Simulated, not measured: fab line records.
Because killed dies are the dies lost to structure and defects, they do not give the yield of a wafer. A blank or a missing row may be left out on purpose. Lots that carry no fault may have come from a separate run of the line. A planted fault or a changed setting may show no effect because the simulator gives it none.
fab line records | flow nand_harc
record: lots: 6 wafers: 18 last_day: 24
route steps=1159 shown A_WL_FILL@828 A_CONTACT@840 END@1159
lots that met no fault: taken from a fault-free run of the same line
start_h: hours from the record's opening day to when the first of the lot's shown wafers began | wait_h: hours elapsed since this lot's preceding step | " unchanged from the row above | L1.1+2: a row that stands for several wafers | - either no value or no given start | * or withheld: withheld | < > ~ a bound
route shown NAME@n: a module of which the file shows steps, and the number in the route of the first | usual: the fault-free wafers' mean and standard deviation | same: alike in all rows | chamber/n: place in a boat | sites: each site's reading | _std_site: the standard deviation of these | _edge_site: outer sites' mean less inner sites' | radius_mm: for every site, how far away it sits from the centre of the wafer | mask NAME#n: copy n | behind: tool/chamber where the wafer was last shaped | hold: the reason the lot was held/the length of the hold in hours/how it ended | device: the n, p or np transistor that did not switch | end of line: the route-end tests of the same wafers | for a step that has no rows: nothing shown but its recipe | killed: dies that structure and defects cost at the first sort, which is not the same as the wafer's yield | map: a wafer's dies, x killed, . not, _ none there
set.NAME: the run value of the setting; set.NAME@STEP: its run value at that earlier step | model.NAME: the simulator's own value behind a step, which no gauge read
lots at selected steps of the route; one table per step, one row per wafer
services: from which hour (start_h, from the record's first day; less than 0 if before it) a tool's chamber was out of use, for how many hours, and why
== steps ==
step: NHARC_A_WL_FILL_CVD_23
recipe: target_thk_a: 400 temp_c: 620 pressure_mtorr: 200 time_s: 800 material: poly-Si
step: NHARC_A_WL_FILL_ETCHBACK_26
recipe: target_depth_a: 520 time_s: 13.3 hbr_flow_sccm: 150 rf_w: 350 icp_w: 350 bias_w: 60 chemistry: HBr
usual: drypump_motor_current_A: 5.8/0.39 oes_product_au: 1.002/0.0094 throttle_valve_pct: 23.266/0.0097
columns lot.wafer tool chamber start_h wait_h drypump_motor_current_A oes_product_au rf_hours_counter_h throttle_valve_pct
L158.1 rie_si-06 1 355.87 0.4 5.6 1.003 1.1 23.266
L158.5 " 1 " " 5.6 0.992 - 23.261
L158.6 " 2 " " 5.6 1.003 - 23.267
L165.3 rie_si-03 3 408.93 0.4 6.0 1.004 0.4 23.262
L165.2 " 1 " " 5.7 1.006 0.4 23.246
L165.6 " 1 " " 5.7 0.991 - 23.244
L168.1 rie_si-04 0 437.00 0.4 5.8 0.991 1.0 23.282
L168.2 " 1 " " 6.1 1.010 1.0 23.272
L168.4 " 0 " " 5.8 0.998 - 23.262
L166.3 rie_si-03 1 437.02 0.4 5.7 0.999 0.6 23.272
L166.6 " 2 " " 5.4 1.003 - 23.275
L166.5 " 3 " " 6.0 1.008 - 23.288
L176.3 rie_si-04 1 483.98 0.4 6.1 1.004 0.1 23.267
L176.1 " 3 " " 5.5 0.998 0.1 23.258
L176.5 " 0 " " 5.8 0.997 - 23.267
L177.1 rie_si-06 3 484.01 0.4 6.4 0.989 1.0 23.283
L177.5 " 0 " " 6.6 0.991 - 23.245
L177.6 " 1 " " 5.6 0.991 - 23.265
step: NHARC_A_WL_FILL_PRECLEAN_30
recipe: time_s: 10 chemistry: dHF
step: NHARC_A_WL_FILL_SRD_14
step: NHARC_A_WL_FILL_ALD_19
recipe: target_thk_a: 20 pulse_time_s: 3 ald_cycles: 100 temp_c: 450 material: TiN
usual: heater_power_outer_w: 701/100 heater_power_w: 1108/130 precursor_pulse_height_rel: 0.999/0.019
columns lot.wafer tool chamber start_h wait_h heater_power_outer_w heater_power_w precursor_pulse_height_rel
L158.1 ald_metal-03 1 356.17 0.1 779 1175 0.987
L158.6 " 3 " " 776 1227 0.963
L158.5 " 0 " " 541 837 0.994
L165.2 ald_metal-01 3 409.23 0.1 786 1261 0.995
L165.3 " 1 " " 827 1238 1.013
L165.6 " 2 " " 769 1174 1.011
L168.4 ald_metal-01 3 437.28 0.1 796 1286 0.969
L168.1 " 0 " " 659 1084 1.007
L168.2 " 2 " " 769 1181 1.002
L166.3 ald_metal-03 2 437.28 0.1 591 1044 1.015
L166.5 " 1 " " 818 1207 1.034
L166.6 " 0 " " 549 846 1.036
L176.3 ald_metal-01 2 484.24 0.1 775 1149 0.979
L176.1 " 0 " " 651 1065 0.990
L176.5 " 3 " " 774 1321 1.019
L177.1 ald_metal-04 3 484.26 0.1 615 1044 1.007
L177.6 " 2 " " 622 1016 1.021
L177.5 " 3 " " 606 1079 1.006
step: NHARC_A_WL_FILL_CVD_20
recipe: target_thk_a: 750 temp_c: 300 pressure_torr: 40 wf6_flow_sccm: 40 h2_flow_sccm: 1600 ar_flow_sccm: 1560 time_s: 5064 material: W
usual: heater_power_outer_w: 268/24 heater_power_w: 500/71 throttle_valve_pct: 7.67/0.24
columns lot.wafer tool chamber start_h wait_h heater_power_outer_w heater_power_w throttle_valve_pct
L158.1 cvd_w-02 0 - - 258 461 7.52
L158.6 " 0 " " 253 458 8.04
L158.5 " 1 " " 314 612 7.78
L165.2 cvd_w-01 1 - - 241 419 8.11
L165.3 " 0 " " 259 526 7.35
L165.6 " 0 " " 267 497 7.70
L168.1 cvd_w-02 0 - - 264 451 7.84
L168.2 " 1 " " 302 609 7.47
L168.4 " 0 " " 264 458 8.07
L166.3 cvd_w-01 1 - - 243 421 8.26
L166.5 " 1 " " 247 423 8.04
L166.6 " 0 " " 267 518 7.38
L177.1 cvd_w-02 0 - - 261 455 7.56
L177.6 " 1 " " 304 596 7.80
L177.5 " 0 " " 267 474 7.78
L176.1 cvd_w-01 0 - - 271 532 7.31
L176.3 " 1 " " 232 398 8.01
L176.5 " 0 " " 266 527 7.14
step: NHARC_A_WL_FILL_CMP_12
recipe: t_overpolish_s: 30 target_thk_nm: 75
usual: motor_current_A: 11.9/1.2 overpolish_run_s: 30.000/0.0089 pad_life_wafers: 295/160 time_to_endpoint_s: 14/3.1
columns lot.wafer tool chamber start_h wait_h motor_current_A overpolish_run_s pad_life_wafers time_to_endpoint_s
L158.1 cmp-04 1 361.50 4.4 13.3 29.983 357 20
L158.6 " 2 " " 9.6 30.002 - 10
L158.5 " 3 " " 13.1 30.007 - 10
L165.2 cmp-01 2 414.46 4.3 10.8 30.015 205 15
L165.3 " 0 " " 12.3 29.996 207 15
L165.6 " 2 " " 11.9 29.994 - 15
L168.1 cmp-02 3 442.54 4.3 12.3 29.989 78 9
L168.4 " 0 " " 11.0 29.998 79 16
L168.2 " 2 " " 11.5 29.990 81 10
L166.3 cmp-04 1 442.68 3.0 14.0 30.002 314 15
L166.5 " 3 " " 12.8 29.994 - 12
L166.6 " 0 " " 12.2 29.991 - 12
L177.1 cmp-02 2 498.54 3.7 11.6 29.986 447 14
L177.5 " 3 " " 11.5 30.003 - 14
L177.6 " 0 " " 11.2 29.997 - 14
L176.1 cmp-01 3 499.65 3.9 14.4 29.990 248 12
L176.3 " 0 " " 11.9 29.990 249 17
L176.5 " 2 " " 11.0 30.014 - 18
step: NHARC_A_WL_FILL_SRD_31
step: NHARC_A_WL_FILL_INSPECT_15
usual: raw_defect_count: 371/120
columns lot.wafer tool chamber start_h wait_h raw_defect_count
L158.1 defect_inspect-01 - 361.89 0.0 324
L158.5 " - " " 360
L158.6 " - " " 404
L165.2 defect_inspect-01 - 414.93 0.0 592
L165.3 " - " " 339
L165.6 " - " " 349
L168.1 defect_inspect-01 - 443.02 0.0 439
L168.2 " - " " 303
L168.4 " - " " 327
L166.3 defect_inspect-01 - 443.12 0.0 376
L166.5 " - " " 299
L166.6 " - " " 327
L177.1 defect_inspect-02 - 498.93 0.0 701
L177.5 " - " " 301
L177.6 " - " " 627
L176.1 defect_inspect-01 - 500.06 0.0 539
L176.3 " - " " 521
L176.5 " - " " 485
step: NHARC_A_CONTACT_DEP_24
recipe: target_thk_a: 5000 temp_c: 400 pressure_torr: 6.5 rf_w: 900 teos_flow_sccm: 161.4 flow_sccm: 2650 target_thk_nm: 500 gas: O2 material: SiO2
usual: chamber_pressure_Torr: 6.502/0.014 flow_sccm: 2650/8.4 heater_power_outer_w: 301/54 heater_power_w: 575/68 throttle_valve_pct: 15.9/0.39
columns lot.wafer tool chamber start_h wait_h chamber_pressure_Torr flow_sccm heater_power_outer_w heater_power_w throttle_valve_pct
L158.1 pecvd-04 0 361.96 0.1 6.514 2647 251 581 15.7
L158.6 " 0 " " 6.476 2642 279 594 15.6
L158.5 " 1 " " 6.493 2656 340 576 15.6
L165.3 pecvd-03 2 415.00 0.1 6.473 2660 275 518 16.3
L165.2 " 0 " " 6.513 2659 271 597 16.6
L165.6 " 2 " " 6.503 2635 184 401 16.5
L168.1 pecvd-03 2 443.27 0.2 - - - - -
L168.2 " 0 " " - - - - -
L168.4 " 1 " " - - - - -
L166.3 pecvd-04 0 443.68 0.6 - - - - -
L166.5 " 2 " " - - - - -
L166.6 " 0 " " - - - - -
L177.1 pecvd-01 2 499.10 0.2 6.503 2636 444 693 15.9
L177.5 " 0 " " 6.502 2636 288 573 16.0
L177.6 " 2 " " 6.512 2648 333 557 15.3
L176.1 pecvd-04 2 500.13 0.1 6.516 2652 352 665 16.3
L176.3 " 0 " " 6.509 2656 302 654 15.6
L176.5 " 0 " " 6.513 2642 193 477 15.5
step: NHARC_END_SORT_01
recipe: temp_c: 25
usual: defect_limited_yield: 95.5/1.5 killed_at_array: 27/10 killed_at_other: 0.6/0.96 killed_at_periphery: 3.4/2.7 killed_dies: 31/10 killed_open: 2.9/1.8 killed_short: 1.8/1.4 sort_bin_2_pct: 1.4/0.66 sort_bin_3_pct: 0.25/0.23 sort_bin_4_pct: 2.8/0.94 sort_n_pass: 646/10 sort_rim_yield_pct: 96.2/2.6 sort_yield_pct: 95.5/1.5
same: gross_dies: 677 sort_bin_5_pct[%]: 0 sort_bin_6_pct[%]: 0 sort_bin_7_pct[%]: 0 sort_bin_8_pct[%]: 0 sort_rim_n_gross: 106.00
columns lot.wafer tool chamber start_h wait_h defect_limited_yield[%] killed_at_array killed_at_other killed_at_periphery killed_dies killed_open killed_short sort_bin_2_pct[%] sort_bin_3_pct[%] sort_bin_4_pct[%] sort_n_pass sort_rim_yield_pct[%] sort_yield_pct[%]
L158.1 prober-01 0 449.53 2.5 95.4 25 1 5 31 5 2 1.8 0 2.8 646 91.5 95.4
L158.5 prober-01 0 452.73 3.7 95.6 27 0 3 30 1 0 1.3 0.30 2.8 647 97.2 95.6
L158.6 prober-01 0 453.54 4.0 95.0 30 0 4 34 2 1 1.9 0.15 3.0 643 94.3 95.0
L165.2 prober-02 0 493.59 2.8 97.2 15 1 3 19 5 3 0.7 0.15 1.9 658 96.2 97.2
L165.3 prober-02 0 494.40 3.1 96.8 19 0 3 22 1 1 0.6 0.15 2.5 655 98.1 96.8
L165.6 prober-02 0 496.81 4.0 97.9 13 0 1 14 2 3 0.6 0.15 1.3 663 98.1 97.9
L176.1 prober-01 0 575.65 2.5 92.3 47 1 4 52 4 1 2.4 0.30 5.0 625 95.3 92.3
L176.3 prober-01 0 577.25 3.1 93.4 39 0 6 45 4 4 2.7 0.44 3.5 632 97.2 93.4
L176.5 prober-01 0 578.84 3.7 92.2 50 0 3 53 5 4 2.5 0.30 5.0 624 94.3 92.2
L177.1 prober-02 0 579.13 2.5 94.1 35 0 5 40 3 4 1.6 0 4.3 637 98.1 94.1
L177.5 prober-02 0 582.28 3.6 97.2 16 0 3 19 1 0 0.9 0 1.9 658 96.2 97.2
L177.6 prober-02 0 583.07 3.9 94.7 30 0 6 36 2 3 2.2 0.30 2.8 641 98.1 94.7
killed by level:class
L158.1 A_CHANNEL_HOLE_D1:chamber_film_flake=12 A_SLIT:chamber_film_flake=4 A_M1:geometric_particle:open=2 P_STI:chamber_film_flake=2 A_CONTACT:chamber_film_flake=2 P_M0:geometric_particle:open=1 P_M0:geometric_particle:short=1 A_CHANNEL_HOLE_D1:geometric_particle:open=1
L158.5 A_SLIT:chamber_film_flake=13 A_CHANNEL_HOLE_D1:chamber_film_flake=10 P_STI:chamber_film_flake=2 A_STAIRCASE:chamber_film_flake=2 A_CHANNEL_HOLE_D1:geometric_particle:open=1 P_GATE:chamber_film_flake=1 A_CONTACT:chamber_film_flake=1
L158.6 A_CHANNEL_HOLE_D1:chamber_film_flake=13 A_SLIT:chamber_film_flake=13 P_M0:chamber_film_flake=2 A_CONTACT:chamber_film_flake=2 P_CONTACT:geometric_particle:short=1 A_CONTACT:geometric_particle:open=1 A_M0:geometric_particle:open=1 P_STI:chamber_film_flake=1
L165.2 A_CHANNEL_HOLE_D1:chamber_film_flake=5 A_STAIRCASE:chamber_film_flake=4 A_CONTACT:geometric_particle:open=2 P_STI:geometric_particle:open=1 P_M0:geometric_particle:open=1 A_SOURCE_PLATE:geometric_particle:short=1 A_ONON_D1:geometric_particle:open=1 A_WL_FILL:geometric_particle:short=1
L165.3 A_STAIRCASE:chamber_film_flake=8 A_BLC:chamber_film_flake=5 A_CHANNEL_HOLE_D1:chamber_film_flake=4 P_M1:chamber_film_flake=2 P_CONTACT:geometric_particle:open=1 A_CONTACT:geometric_particle:short=1 A_SLIT:chamber_film_flake=1
L165.6 A_STAIRCASE:chamber_film_flake=4 A_CHANNEL_HOLE_D1:chamber_film_flake=3 A_BLC:chamber_film_flake=2 P_GATE:geometric_particle:open=1 A_STAIRCASE:geometric_particle:short=1 A_SGD_CUT:geometric_particle:short=1 A_WL_FILL:geometric_particle:short=1 A_WL_FILL:geometric_particle:open=1
L176.1 A_SLIT:chamber_film_flake=19 A_CHANNEL_HOLE_D1:chamber_film_flake=11 A_CONTACT:chamber_film_flake=10 P_STI:chamber_film_flake=3 A_CONTACT:geometric_particle:open=2 P_M1:geometric_particle:open=1 A_CHANNEL_FILL_D1:geometric_particle:open=1 A_M0:geometric_particle:short=1
L176.3 A_SLIT:chamber_film_flake=17 A_CHANNEL_HOLE_D1:chamber_film_flake=10 A_CONTACT:chamber_film_flake=5 A_STAIRCASE:chamber_film_flake=4 P_CONTACT:geometric_particle:open=2 P_M0:geometric_particle:short=1 P_M1:geometric_particle:open=1 P_M2:geometric_particle:open=1
L176.5 A_SLIT:chamber_film_flake=20 A_CHANNEL_HOLE_D1:chamber_film_flake=11 A_CONTACT:chamber_film_flake=6 A_M0:geometric_particle:open=2 P_STI:chamber_film_flake=2 A_STAIRCASE:chamber_film_flake=2 A_SGD_CUT:chamber_film_flake=2 P_GATE:geometric_particle:open=1
L177.1 A_CHANNEL_HOLE_D1:chamber_film_flake=25 A_CONTACT:chamber_film_flake=4 A_CHANNEL_FILL_D1:geometric_particle:short=2 A_CONTACT:geometric_particle:short=2 P_ZERO_WELL:chamber_film_flake=2 P_CONTACT:geometric_particle:open=1 A_WL_FILL:geometric_particle:open=1 A_BLC:geometric_particle:open=1
L177.5 A_CHANNEL_HOLE_D1:chamber_film_flake=13 A_M0:geometric_particle:open=1 P_ZERO_WELL:chamber_film_flake=1 P_M0:chamber_film_flake=1 P_BONDPAD:chamber_film_flake=1 A_CONTACT:chamber_film_flake=1 A_BONDPAD:chamber_film_flake=1
L177.6 A_CHANNEL_HOLE_D1:chamber_film_flake=20 A_CONTACT:chamber_film_flake=7 P_CONTACT:geometric_particle:short=2 P_M2:geometric_particle:short=1 A_CONTACT:geometric_particle:open=1 A_M0:geometric_particle:open=1 P_ZERO_WELL:chamber_film_flake=1 P_GATE:chamber_film_flake=1
== services ==
columns tool chamber start_h hours kind
rie_si-03 - 332.00 9.0 pm
rie_si-06 - 360.09 9.0 pm
pecvd-03 0 360.79 7.0 repair
cmp-01 - 375.50 4.0 pm
pecvd-04 - 376.59 13.0 pm
cvd_w-02 - 380.12 13.0 pm
ald_metal-03 - 382.98 0.6 repair
cmp-02 - 391.04 3.0 repair
cmp-01 - 392.17 0.5 repair
pecvd-03 2 395.36 10.0 repair
cmp-04 - 399.31 4.0 pm
ald_metal-03 3 400.66 3.0 repair
rie_si-04 2 407.22 8.1 repair
rie_si-03 0 407.74 4.5 repair
cmp-02 - 422.50 4.0 pm
rie_si-04 3 431.12 11.9 repair
ald_metal-03 3 432.97 4.4 repair
cmp-01 - 449.52 1.6 repair
rie_si-04 - 453.00 9.0 pm
ald_metal-01 - 458.02 10.0 pm
cmp-02 - 468.32 0.9 repair
cmp-01 - 473.50 4.0 pm
cvd_w-01 - 476.88 13.0 pm
ald_metal-01 - 500.00 0.3 repair
== key ==
first_sign: step: NHARC_A_CONTACT_DEP_24 reading: tool_record direction: missing
effect none on later readings
met_at NHARC_A_CONTACT_DEP_24
struck_wafers L166.3,L166.5,L166.6,L168.1,L168.2,L168.4
scrapped_behind NHARC_A_CONTACT_THK_MEAS_25 L166.3,L166.5,L166.6,L168.1,L168.2,L168.4
onset_between 415.00 443.27
fault: kind: skipped_step_whole tool: pecvd-03,pecvd-04 chamber: - onset_h: 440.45 steps: NHARC_A_CONTACT_DEP_24 scope: struck_lots_only
